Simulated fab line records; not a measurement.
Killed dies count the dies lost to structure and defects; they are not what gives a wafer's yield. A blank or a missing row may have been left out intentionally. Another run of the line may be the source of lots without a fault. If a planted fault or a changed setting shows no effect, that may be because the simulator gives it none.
Split-lot trial / flow n5-finfet / 7 lots, 21 wafers read, on a route of 1938 steps

== THE SPLIT ==
At N5_BEOL_M1_TRENCH_ETCH_37 (etches SiOC in C4F6/O2, target depth 55.207 nm, time 29 s), the setting source-w was moved away from the recipe's 355 W on 7 of the 21 wafers read, by -7.3% to +17.2%. The other wafers ran this setting at the recipe's value.

== FROM THE SPLIT TO THE READING: what the file shows between them, 2 steps ==
- N5_BEOL_M1_ETCH_41: etches SiCN in CH3F/O2, target depth 31.9 nm, time 57.8 s
- N5_BEOL_M1_STRIP_97: strips in N2/H2, time 10 s

== THE READING ==
trench-depth-nm, in nm, at N5_BEOL_M1_OCD_MEAS_38. On this fab line, fault-free wafers typically give 55.4 nm with a standard deviation of 1.2 nm.

wafer=L074.3; tool, chamber at the split=rie-diel-04, 0; source-w as run, W=355; against the recipe=recipe; trench-depth-nm, nm=54.5; against lot-mates on the recipe=-
wafer=L074.4; tool, chamber at the split=rie-diel-04, 1; source-w as run, W=416.1; against the recipe=+17.2%; trench-depth-nm, nm=60.4; against lot-mates on the recipe=+5.9
wafer=L074.6; tool, chamber at the split=rie-diel-04, 3; source-w as run, W=416.1; against the recipe=+17.2%; trench-depth-nm, nm=61.6; against lot-mates on the recipe=+7.1
wafer=L082.3; tool, chamber at the split=rie-diel-04, 3; source-w as run, W=329.2; against the recipe=-7.3%; trench-depth-nm, nm=55.4; against lot-mates on the recipe=no lot-mate on the recipe
wafer=L082.4; tool, chamber at the split=rie-diel-04, 1; source-w as run, W=329.2; against the recipe=-7.3%; trench-depth-nm, nm=54.8; against lot-mates on the recipe=no lot-mate on the recipe
wafer=L082.5; tool, chamber at the split=rie-diel-04, 1; source-w as run, W=329.2; against the recipe=-7.3%; trench-depth-nm, nm=54.7; against lot-mates on the recipe=no lot-mate on the recipe
wafer=L084.2; tool, chamber at the split=rie-diel-05, 2; source-w as run, W=355; against the recipe=recipe; trench-depth-nm, nm=54.6; against lot-mates on the recipe=-
wafer=L084.5; tool, chamber at the split=rie-diel-05, 3; source-w as run, W=355; against the recipe=recipe; trench-depth-nm, nm=52.1; against lot-mates on the recipe=-
wafer=L084.6; tool, chamber at the split=rie-diel-05, 2; source-w as run, W=355; against the recipe=recipe; trench-depth-nm, nm=55.3; against lot-mates on the recipe=-
wafer=L087.2; tool, chamber at the split=rie-diel-04, 1; source-w as run, W=355; against the recipe=recipe; trench-depth-nm, nm=55.7; against lot-mates on the recipe=-
wafer=L087.3; tool, chamber at the split=rie-diel-04, 2; source-w as run, W=355; against the recipe=recipe; trench-depth-nm, nm=56.0; against lot-mates on the recipe=-
wafer=L087.4; tool, chamber at the split=rie-diel-04, 1; source-w as run, W=355; against the recipe=recipe; trench-depth-nm, nm=56.5; against lot-mates on the recipe=-
wafer=L089.3; tool, chamber at the split=rie-diel-04, 1; source-w as run, W=355; against the recipe=recipe; trench-depth-nm, nm=55.6; against lot-mates on the recipe=-
wafer=L089.4; tool, chamber at the split=rie-diel-04, 0; source-w as run, W=355; against the recipe=recipe; trench-depth-nm, nm=55.0; against lot-mates on the recipe=-
wafer=L089.6; tool, chamber at the split=rie-diel-04, 3; source-w as run, W=381.1; against the recipe=+7.4%; trench-depth-nm, nm=59.5; against lot-mates on the recipe=+4.2
wafer=L096.1; tool, chamber at the split=rie-diel-01, 0; source-w as run, W=355; against the recipe=recipe; trench-depth-nm, nm=54.0; against lot-mates on the recipe=-
wafer=L096.2; tool, chamber at the split=rie-diel-01, 1; source-w as run, W=391.3; against the recipe=+10.2%; trench-depth-nm, nm=55.7; against lot-mates on the recipe=+1.3
wafer=L096.6; tool, chamber at the split=rie-diel-01, 0; source-w as run, W=355; against the recipe=recipe; trench-depth-nm, nm=54.8; against lot-mates on the recipe=-
wafer=L097.4; tool, chamber at the split=rie-diel-01, 2; source-w as run, W=355; against the recipe=recipe; trench-depth-nm, nm=55.5; against lot-mates on the recipe=-
wafer=L097.5; tool, chamber at the split=rie-diel-01, 3; source-w as run, W=355; against the recipe=recipe; trench-depth-nm, nm=55.1; against lot-mates on the recipe=-
wafer=L097.6; tool, chamber at the split=rie-diel-01, 2; source-w as run, W=355; against the recipe=recipe; trench-depth-nm, nm=55.3; against lot-mates on the recipe=-

THE FIT
A straight line over all 21 wafers: trench-depth-nm changes by +0.257 nm for each +1% of source-w; r = +0.78; the points scatter about the line by 1.4 nm.
The same after taking each lot's own level away (the mean of its wafers on the recipe; 18 wafers): +0.357 nm for each +1%; r = +0.91; scatter 0.99 nm.
According to that fit, moving source-w by its largest amount changes the reading by 6.1 nm.
Measured against the standard deviation above, the lots' own levels, which go from 54.00 to 56.07 nm, span 1.7 times it.
So the lot-to-lot level blurs the effect unless lot-mates are compared.
Check: +6.3 nm against its lot-mates is what the line predicts for one of the wafers moved furthest among these (+17.2%) when that wafer is left out of the fit. It came out at +5.9 nm against them.

== OTHER SPLITS ON THESE WAFERS ==
These wafers also went through other splits before the reading. Each is held against what the fit with the lots' levels taken away leaves over:
other split on the same wafers=N5_MOL_CONTACT_COAG_EXPOSE_05 dose-mj; wafers away from the commonest value=8; r with trench-depth-nm (lot level and that fit taken away)=+0.11
other split on the same wafers=N5_BEOL_M0_SAQP_ETCH_107 bias-w; wafers away from the commonest value=8; r with trench-depth-nm (lot level and that fit taken away)=-0.30
other split on the same wafers=N5_BEOL_M1_ETCH_77 source-w; wafers away from the commonest value=8; r with trench-depth-nm (lot level and that fit taken away)=-0.09

== THE WHOLE CHAIN: every reading that the file lists as answering this split, in the file's order ==
step=N5_BEOL_M1_TRENCH_ETCH_37; what it does=etches SiOC in C4F6/O2, target depth 55.207 nm, time 29 s; reading=etch.depth-nm (the simulator's own value, which no gauge read); change (the file's fit)=+0.332 nm for each +1% of the setting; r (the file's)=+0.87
step=N5_BEOL_M1_TRENCH_ETCH_37; what it does=etches SiOC in C4F6/O2, target depth 55.207 nm, time 29 s; reading=BEOL_M1.feature-depth-nm (the simulator's own value, which no gauge read); change (the file's fit)=+0.334 nm for each +1% of the setting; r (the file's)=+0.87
step=N5_BEOL_M1_OCD_MEAS_38; what it does=; reading=trench-depth-nm; change (the file's fit)=+0.343 nm for each +1% of the setting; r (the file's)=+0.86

== FILE'S OWN FIT ==
trench-depth-nm changes by +0.343 nm for each +1% of source-w, r = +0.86.
